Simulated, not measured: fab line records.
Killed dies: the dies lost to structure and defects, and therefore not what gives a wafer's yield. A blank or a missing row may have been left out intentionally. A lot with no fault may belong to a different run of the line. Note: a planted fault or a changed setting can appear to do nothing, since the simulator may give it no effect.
Commonality check across tools	flow n5Finfet	11 lots and 33 wafers in the sample

== WHY IT WAS OPENED ==
2 of 11 lots carry a flag on the reading RS_NWELL at N5_BEOL_M4_RC_MEAS_101. No-fault wafers: 1035 ohm/sq, standard deviation 6.8.
Rule: a lot gets a flag if all its wafers with a number sit over 4 standard deviations from that mean, or if no wafer of it has a number. As for the other lots, they are considered sound.

lot	measured	on	RS_NWELL (ohm/sq), wafer by wafer	flag
L162	day 8 12:22	prober-01	1037 1037 1035	
L164	day 8 21:51	prober-01	1039 1044 1046	
L166	day 9 23:35	prober-01	1029 1029 1037	
L170	day 10 06:41	prober-01	1039 1040 1028	
L169	day 10 07:52	prober-02	1020 1032 1034	
L172	day 11 04:19	prober-02	1028 1051 1039	
L180	day 12 21:49	prober-01	1695 1702 1692	FLAGGED
L181	day 12 22:44	prober-01	1036 1035 1032	
L179	day 13 13:41	prober-02	1713 1719 1708	FLAGGED
L182	day 13 18:57	prober-02	1035 1034 1030	
L183	day 13 21:25	prober-01	1033 1034 1027	
The mean of the flagged lots' numbers is 1705 ohm/sq, +670 ohm/sq from the usual (+99 standard deviations).

== LOT BY LOT: THE TOOL USED ==
The record keeps 1 process step preceding the reading, out of 1938 steps on the route. In each cell: the tool, then ch and the chambers that the sampled wafers went through, then the start.
lot	flag	N5_WELL_APT_IMPLANT_14
L162		implanter-02 ch 0, day 1 13:56
L164		implanter-02 ch 0, day 2 01:52
L166		implanter-01 ch 0, day 2 14:16
L170		implanter-02 ch 0, day 3 13:55
L169		implanter-01 ch 0, day 3 08:30
L172		implanter-01 ch 0, day 4 01:53
L180	FLAGGED	implanter-02 ch 0, day 6 02:03
L181		implanter-01 ch 0, day 6 08:13
L179	FLAGGED	implanter-02 ch 0, day 5 19:52
L182		implanter-01 ch 0, day 6 14:29
L183		implanter-01 ch 0, day 6 19:58
What these steps do:
- N5_WELL_APT_IMPLANT_14
- N5_BEOL_M4_RC_MEAS_101

== FLAGGED AGAINST TOTAL, ONE TOOL AT A TIME (gauges that did the reading follow at the end) ==
step	tool	lots run	flagged	share of the flagged lots	sound lots run after its first flagged lot
N5_WELL_APT_IMPLANT_14	implanter-01	6	0	none	-
N5_WELL_APT_IMPLANT_14	implanter-02	5	2	all	0
N5_BEOL_M4_RC_MEAS_101	prober-01	7	1	some	2 (L181,L183)
N5_BEOL_M4_RC_MEAS_101	prober-02	4	1	some	1 (L182)

== WHAT THE TABLE PERMITS ==
All flagged lots share 1 row of the table, namely implanter-02 at N5_WELL_APT_IMPLANT_14.
- implanter-02 at N5_WELL_APT_IMPLANT_14: 2 of its 5 lots flagged. Its last sound lot is L170 (day 3 13:55), its first flagged lot L179 (day 5 19:52): a fault that began between those two fits. Its own readings (doseIonsCm2, faradayCurrentUA) fall more than 4 standard deviations out on all wafers of the flagged lots.
What remains is a single tool, implanter-02 at N5_WELL_APT_IMPLANT_14.

== WHAT THE SIMULATOR HAD INSERTED ==
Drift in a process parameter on implanter-02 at N5_WELL_APT_IMPLANT_14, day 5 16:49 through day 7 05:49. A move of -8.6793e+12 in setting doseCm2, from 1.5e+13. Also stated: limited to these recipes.
Shown lots that were struck: L180, L179. The rule given above showed the same thing.
